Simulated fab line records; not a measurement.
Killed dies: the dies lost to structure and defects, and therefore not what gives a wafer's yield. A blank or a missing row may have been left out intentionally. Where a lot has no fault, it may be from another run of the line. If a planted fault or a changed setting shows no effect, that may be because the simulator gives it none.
Matching of chambers	flow nand harc	pecvd-02 running NHARC_P_M2_PRE_CLEAN_32: 3 sister chambers
The step time 12 s. 6 wafers are shown with their chamber, then 9 later ones without.

== WAFERS WITH THEIR CHAMBER ==
wafer	chamber	heater power w (W)
L086.1	2	701
L086.4	1	609
L086.6	0	679
L089.1	0	676
L089.2	2	696
L089.5	1	617

== WAFERS WITHOUT THEIR CHAMBER ==
wafer	heater power w (W)
L091.1	727
L091.4	689
L091.6	653
L094.1	757
L094.4	642
L094.6	764
L097.2	536
L097.4	709
L097.6	670

== CHAMBER TAKEN BY EACH ==
wafer	from the rows above	in truth
L091.1	2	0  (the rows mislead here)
L091.4	can't be placed: 2 or 0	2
L091.6	0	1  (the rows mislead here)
L094.1	2	2
L094.4	can't be placed: 1 or 0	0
L094.6	2	2
L097.2	1	1
L097.4	2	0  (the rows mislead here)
L097.6	0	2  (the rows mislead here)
Correctly placed: 3 of 9. From these rows, 2 cannot be placed; in 2 the true chamber is one of the candidates. Wrongly placed: 4.
How it was worked out, from the rows above alone: a wafer's distance from a chamber is the root of the sum, over the readings, of the square of ((its reading less the chamber's mean) divided by the reading's scatter). If the next closest chamber is less than 2 further off than the closest, the wafer can't be placed; otherwise it belongs to the closest. For every chamber, the mean is computed from those of its wafers that are shown. The scatter: the root of (the sum of the squares of (reading less its chamber's mean) over the shown wafers, divided by (wafers less chambers)).
